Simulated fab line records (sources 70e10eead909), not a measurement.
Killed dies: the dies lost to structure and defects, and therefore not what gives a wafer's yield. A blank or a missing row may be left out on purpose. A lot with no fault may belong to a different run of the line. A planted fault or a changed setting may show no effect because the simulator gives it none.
Which tool did it?	flow nand_harc	Sampling: 24 lots, 72 wafers, 6 of 1159 route steps

WHAT THE GAUGES READ, wafer by wafer
The record holds no reading of a measuring or inspecting step that can be judged against a usual standard deviation.

EACH LOT AND THE TOOL THAT RAN IT (in order: tool; ch and the chambers of the sampled wafers; start)
lot	NHARC_A_STAIRCASE_STRIP_175	NHARC_A_STAIRCASE_ETCH_192	NHARC_A_STAIRCASE_ETCH_194	NHARC_A_STAIRCASE_TRIM_200	NHARC_A_STAIRCASE_ETCH_221	NHARC_A_STAIRCASE_ETCH_234
L074	plasma_asher-01 ch 0,1, day 10 21:59	rie_diel-06 ch 2,3, no start	rie_diel-06 ch 0,1,2, no start	rie_diel-11 ch 1,2, no start	rie_diel-01 ch 1,2,3, no start	rie_diel-01 ch 0,1,2, no start
L076	plasma_asher-01 ch 0,1, day 11 02:34	rie_diel-11 ch 1,3, no start	rie_diel-11 ch 1,2,3, no start	rie_diel-11 ch 0,2,3, no start	rie_diel-11 ch 0,1,3, no start	rie_diel-01 ch 0,1, no start
L075	plasma_asher-02 ch 0,1, day 11 02:50	rie_diel-11 ch 1,2, no start	rie_diel-11 ch 0,1,2, no start	rie_diel-01 ch 1,2, no start	rie_diel-11 ch 2,3, no start	rie_diel-06 ch 0,2,3, no start
L078	plasma_asher-01 ch 0,1, day 11 10:27	rie_diel-11 ch 0,1,2, no start	rie_diel-11 ch 0,1,2, no start	rie_diel-11 ch 0,2,3, no start	rie_diel-06 ch 1,2, no start	rie_diel-06 ch 2,3, no start
L077	plasma_asher-02 ch 0,1, day 11 10:42	rie_diel-06 ch 1,3, no start	rie_diel-06 ch 0,2, no start	rie_diel-06 ch 0,2,3, no start	rie_diel-06 ch 0,1,2, no start	rie_diel-01 ch 0,1,3, no start
L080	plasma_asher-01 ch 0,1, day 12 06:19	rie_diel-06 ch 0,2,3, no start	rie_diel-06 ch 0,2,3, no start	rie_diel-11 ch 0,2,3, no start	rie_diel-11 ch 0,2,3, no start	rie_diel-11 ch 0,2,3, no start
L079	plasma_asher-02 ch 0,1, day 12 06:26	rie_diel-01 ch 0,3, no start	rie_diel-01 ch 0,3, no start	rie_diel-11 ch 0,3, no start	rie_diel-11 ch 1,2, no start	rie_diel-01 ch 0,1,3, no start
L083	plasma_asher-02 ch 0,1, day 12 18:24	rie_diel-06 ch 0,1, no start	rie_diel-06 ch 0,1, no start	rie_diel-06 ch 1,3, no start	rie_diel-06 ch 1,2,3, no start	rie_diel-06 ch 2,3, no start
L082	plasma_asher-02 ch 0,1, day 12 18:50	rie_diel-11 ch 2,3, no start	rie_diel-11 ch 1,3, no start	rie_diel-01 ch 0,1, no start	rie_diel-11 ch 1,2,3, no start	rie_diel-11 ch 1,2,3, no start
L081	plasma_asher-01 ch 0,1, day 13 00:35	rie_diel-06 ch 1,3, no start	rie_diel-06 ch 1,2,3, no start	rie_diel-11 ch 0,1, no start	rie_diel-06 ch 0,1, no start	rie_diel-11 ch 2,3, no start
L084	plasma_asher-01 ch 0,1, day 13 10:30	rie_diel-06 ch 1,3, no start	rie_diel-06 ch 2,3, no start	rie_diel-06 ch 0,2, no start	rie_diel-06 ch 0,3, no start	rie_diel-06 ch 0,2,3, no start
L085	plasma_asher-02 ch 0,1, day 13 14:53	rie_diel-01 ch 0,1,3, no start	rie_diel-01 ch 0,1, no start	rie_diel-11 ch 1,2,3, no start	rie_diel-06 ch 0,1,3, no start	rie_diel-01 ch 2,3, no start
L087	plasma_asher-01 ch 0,1, day 14 02:42	rie_diel-11 ch 0,1,2, no start	rie_diel-11 ch 0,1,3, no start	rie_diel-06 ch 0,1,3, no start	rie_diel-06 ch 0,2,3, no start	rie_diel-06 ch 0,2,3, no start
L086	plasma_asher-01 ch 1, day 14 03:02	rie_diel-11 ch 1,2,3, no start	rie_diel-11 ch 0,1,3, no start	rie_diel-06 ch 0,1,2, no start	rie_diel-06 ch 0,1, no start	rie_diel-11 ch 0,3, no start
L088	plasma_asher-02 ch 0,1, day 14 16:01	rie_diel-11 ch 0,1, no start	rie_diel-11 ch 1,2, no start	rie_diel-06 ch 1,2,3, no start	rie_diel-01 ch 0,1, no start	rie_diel-01 ch 2,3, no start
L089	plasma_asher-02 ch 0,1, day 14 16:31	rie_diel-06 ch 1,2,3, no start	rie_diel-06 ch 0,1,3, no start	rie_diel-01 ch 1,2, no start	rie_diel-11 ch 0,1,2, no start	rie_diel-11 ch 0,1,2, no start
L091	plasma_asher-02 ch 0,1, day 14 20:31	rie_diel-06 ch 1,3, no start	rie_diel-06 ch 1,2,3, no start	rie_diel-06 ch 1,2,3, no start	rie_diel-06 ch 0,2,3, no start	rie_diel-06 ch 1,2, no start
L092	plasma_asher-02 ch 0,1, day 14 22:03	rie_diel-11 ch 1,2,3, no start	rie_diel-11 ch 0,2,3, no start	rie_diel-06 ch 0,1,2, no start	rie_diel-06 ch 0,1,2, no start	rie_diel-06 ch 0,1,3, no start
L090	plasma_asher-01 ch 0,1, day 14 22:25	rie_diel-11 ch 1,2,3, no start	rie_diel-11 ch 0,2,3, no start	rie_diel-11 ch 0,1,2, no start	rie_diel-01 ch 0,1,2, no start	rie_diel-11 ch 1,2,3, no start
L093	plasma_asher-02 ch 0,1, day 15 06:40	rie_diel-06 ch 1,2,3, no start	rie_diel-06 ch 1,2,3, no start	rie_diel-06 ch 0,1,3, no start	rie_diel-06 ch 1,2,3, no start	rie_diel-01 ch 0,1,3, no start
L094	plasma_asher-02 ch 0,1, day 15 20:02	rie_diel-01 ch 0,1,3, no start	rie_diel-01 ch 1,2,3, no start	rie_diel-01 ch 1,2,3, no start	rie_diel-06 ch 1,2, no start	rie_diel-06 ch 0,2, no start
L096	plasma_asher-01 ch 0,1, day 16 05:44	rie_diel-06 ch 0,1,2, no start	rie_diel-06 ch 1,2,3, no start	rie_diel-01 ch 0,2, no start	rie_diel-01 ch 0,2,3, no start	rie_diel-06 ch 0,2, no start
L097	plasma_asher-01 ch 0,1, day 16 06:18	rie_diel-06 ch 0,1,3, no start	rie_diel-06 ch 0,2,3, no start	rie_diel-06 ch 0,1,2, no start	rie_diel-06 ch 1,2,3, no start	rie_diel-06 ch 0,1,2, no start
L095	plasma_asher-01 ch 0,1, day 16 07:51	rie_diel-06 ch 0,1,2, no start	rie_diel-06 ch 1,2,3, no start	rie_diel-06 ch 1,2,3, no start	rie_diel-01 ch 0,1,2, no start	rie_diel-01 ch 2,3, no start
- NHARC_A_STAIRCASE_STRIP_175: strips in O2.
- NHARC_A_STAIRCASE_ETCH_192: etches the open film in C4F8/O2, target depth 100 nm, time 40.5 s.
- NHARC_A_STAIRCASE_ETCH_194: etches the open film in C4F8/O2, target depth 100 nm, time 40.5 s.
- NHARC_A_STAIRCASE_TRIM_200: chemistry O2, time 211.2 s.
- NHARC_A_STAIRCASE_ETCH_221: etches the open film in C4F8/O2, target depth 100 nm, time 40.5 s.
- NHARC_A_STAIRCASE_ETCH_234: etches the open film in C4F8/O2, target depth 100 nm, time 40.5 s.

WHAT THE TOOLS THEMSELVES READ (means of the sampled wafers that have a number; where no wafer has one, the mark that the record gives instead)
NHARC_A_STAIRCASE_STRIP_175.
lot	tool	drypump_motor_current_A (A)	heater_power_w (W)	temp_c (C)
L074	plasma_asher-01	6.0	321	250.10
L076	plasma_asher-01	6.0	322	250.05
L075	plasma_asher-02	5.9	310	250.22
L078	plasma_asher-01	6.0	321	249.93
L077	plasma_asher-02	6.2	316	250.00
L080	plasma_asher-01	5.7	310	250.07
L079	plasma_asher-02	6.2	315	250.03
L083	plasma_asher-02	5.9	310	249.77
L082	plasma_asher-02	5.9	311	249.77
L081	plasma_asher-01	6.0	321	250.09
L084	plasma_asher-01	5.7	328	249.92
L085	plasma_asher-02	6.2	318	249.97
L087	plasma_asher-01	5.7	326	250.14
L086	plasma_asher-01	6.3	318	249.88
L088	plasma_asher-02	6.2	313	249.94
L089	plasma_asher-02	6.2	313	249.94
L091	plasma_asher-02	6.2	317	250.03
L092	plasma_asher-02	5.9	312	250.03
L090	plasma_asher-01	6.0	321	250.12
L093	plasma_asher-02	6.2	315	250.05
L094	plasma_asher-02	6.2	313	249.91
L096	plasma_asher-01	6.0	321	249.94
L097	plasma_asher-01	5.7	326	250.03
L095	plasma_asher-01	5.7	324	249.84

NHARC_A_STAIRCASE_ETCH_192.
lot	tool	oes_product_au (a.u.)	rf_vpp_V (V)
L074	rie_diel-06	0.929	898
L076	rie_diel-11	0.935	892
L075	rie_diel-11	0.933	904
L078	rie_diel-11	0.955	901
L077	rie_diel-06	0.949	903
L080	rie_diel-06	0.941	897
L079	rie_diel-01	0.940	896
L083	rie_diel-06	0.950	896
L082	rie_diel-11	0.961	900
L081	rie_diel-06	0.930	902
L084	rie_diel-06	0.944	902
L085	rie_diel-01	0.936	893
L087	rie_diel-11	0.931	902
L086	rie_diel-11	0.927	898
L088	rie_diel-11	0.930	900
L089	rie_diel-06	0.945	899
L091	rie_diel-06	0.951	902
L092	rie_diel-11	0.925	897
L090	rie_diel-11	0.936	898
L093	rie_diel-06	0.947	900
L094	rie_diel-01	0.934	900
L096	rie_diel-06	0.944	896
L097	rie_diel-06	0.937	899
L095	rie_diel-06	0.938	896

NHARC_A_STAIRCASE_ETCH_194.
lot	tool	oes_product_au (a.u.)	rf_vpp_V (V)
L074	rie_diel-06	0.937	897
L076	rie_diel-11	0.923	898
L075	rie_diel-11	0.936	902
L078	rie_diel-11	0.957	902
L077	rie_diel-06	0.939	894
L080	rie_diel-06	0.936	896
L079	rie_diel-01	0.936	899
L083	rie_diel-06	0.951	897
L082	rie_diel-11	0.932	896
L081	rie_diel-06	0.940	900
L084	rie_diel-06	0.955	896
L085	rie_diel-01	0.934	891
L087	rie_diel-11	0.928	896
L086	rie_diel-11	0.933	896
L088	rie_diel-11	0.931	903
L089	rie_diel-06	0.937	899
L091	rie_diel-06	0.947	900
L092	rie_diel-11	0.934	899
L090	rie_diel-11	0.940	899
L093	rie_diel-06	0.943	899
L094	rie_diel-01	0.937	897
L096	rie_diel-06	0.941	899
L097	rie_diel-06	0.943	896
L095	rie_diel-06	0.945	898

NHARC_A_STAIRCASE_TRIM_200.
lot	tool	drypump_motor_current_A (A)	o2_flow_sccm (sccm)	oes_product_au (a.u.)	rf_vpp_V (V)	showerhead_plenum_p_Torr (Torr)	throttle_valve_pct (%)
L074	rie_diel-11	5.8	499.9	0.988	58.3	3.73	17.041
L076	rie_diel-11	5.6	499.7	1.001	57.3	3.62	17.042
L075	rie_diel-01	5.9	501.5	0.989	57.1	3.34	17.035
L078	rie_diel-11	5.6	499.1	1.000	58.3	3.62	17.041
L077	rie_diel-06	5.6	497.4	1.001	58.3	3.55	17.037
L080	rie_diel-11	5.6	501.8	0.996	58.0	3.61	17.038
L079	rie_diel-11	5.6	499.1	0.995	57.9	3.58	17.027
L083	rie_diel-06	5.5	500.1	0.999	57.1	3.71	17.038
L082	rie_diel-01	6.3	498.5	1.002	57.8	3.53	17.033
L081	rie_diel-11	5.8	498.8	0.996	58.8	3.66	17.031
L084	rie_diel-06	6.0	497.7	1.011	57.4	3.46	17.028
L085	rie_diel-11	5.9	500.9	0.995	57.4	3.57	17.029
L087	rie_diel-06	5.7	500.6	0.992	58.8	3.61	17.037
L086	rie_diel-06	5.7	500.9	1.007	57.1	3.55	17.022
L088	rie_diel-06	5.4	499.1	0.995	58.2	3.62	17.030
L089	rie_diel-01	5.8	502.2	1.005	57.9	3.54	17.044
L091	rie_diel-06	5.3	499.7	1.006	58.3	3.62	17.036
L092	rie_diel-06	5.7	500.6	0.999	57.8	3.54	17.039
L090	rie_diel-11	5.8	501.7	1.000	57.1	3.68	17.034
L093	rie_diel-06	5.7	501.0	0.997	57.7	3.61	17.035
L094	rie_diel-01	5.8	499.9	1.001	57.4	3.56	17.031
L096	rie_diel-01	6.2	500.1	1.013	57.3	3.56	17.035
L097	rie_diel-06	5.7	499.6	0.994	58.2	3.54	17.025
L095	rie_diel-06	5.4	499.7	0.997	57.8	3.61	17.044

NHARC_A_STAIRCASE_ETCH_221.
lot	tool	oes_product_au (a.u.)	rf_vpp_V (V)
L074	rie_diel-01	0.932	892
L076	rie_diel-11	0.927	897
L075	rie_diel-11	0.923	900
L078	rie_diel-06	0.941	897
L077	rie_diel-06	0.931	896
L080	rie_diel-11	0.954	899
L079	rie_diel-11	0.931	904
L083	rie_diel-06	0.940	899
L082	rie_diel-11	0.958	897
L081	rie_diel-06	0.939	900
L084	rie_diel-06	0.937	899
L085	rie_diel-06	0.925	898
L087	rie_diel-06	0.945	897
L086	rie_diel-06	0.931	900
L088	rie_diel-01	0.933	904
L089	rie_diel-11	0.935	901
L091	rie_diel-06	0.945	896
L092	rie_diel-06	0.930	896
L090	rie_diel-01	0.939	900
L093	rie_diel-06	0.921	899
L094	rie_diel-06	0.948	900
L096	rie_diel-01	0.937	895
L097	rie_diel-06	0.937	899
L095	rie_diel-01	0.928	898

NHARC_A_STAIRCASE_ETCH_234.
lot	tool	oes_product_au (a.u.)	rf_vpp_V (V)
L074	rie_diel-01	0.942	894
L076	rie_diel-01	0.936	896
L075	rie_diel-06	0.938	897
L078	rie_diel-06	0.943	899
L077	rie_diel-01	0.927	895
L080	rie_diel-11	0.940	899
L079	rie_diel-01	0.944	894
L083	rie_diel-06	0.933	901
L082	rie_diel-11	0.945	898
L081	rie_diel-11	0.958	895
L084	rie_diel-06	0.953	896
L085	rie_diel-01	0.944	893
L087	rie_diel-06	0.937	897
L086	rie_diel-11	0.939	897
L088	rie_diel-01	0.938	892
L089	rie_diel-11	0.929	901
L091	rie_diel-06	0.945	900
L092	rie_diel-06	0.945	899
L090	rie_diel-11	0.935	898
L093	rie_diel-01	0.956	900
L094	rie_diel-06	0.942	894
L096	rie_diel-06	0.935	892
L097	rie_diel-06	0.933	896
L095	rie_diel-01	0.949	893

THE ANSWER, worked out from the rows above alone
Rule: usual is defined by the lots themselves. Put in order of their means at a reading, lots are off if they are a third of the lots or fewer, leave a main group of 4 or more, and stand apart from it by a gap of 3 or more times the standard deviation of the main group's means; of several such gaps the widest counts. The tables above print the reading to a certain number of digits; a main group whose means all agree to those digits is not used. Also off: a lot with no number at a reading for which 4 or more lots have one. All remaining lots with rows at the step are treated as sound. After the gauges, taken in route order, come the tools' own readings; for these a lot's mean is taken, as printed above. The first step at which some lot is off is used, and at that step the reading that is off furthest; a lot without a number counts as furthest.
No lot is off on any of the readings shown, so nothing can be concluded from this.

WHAT THE SIMULATOR PUT IN
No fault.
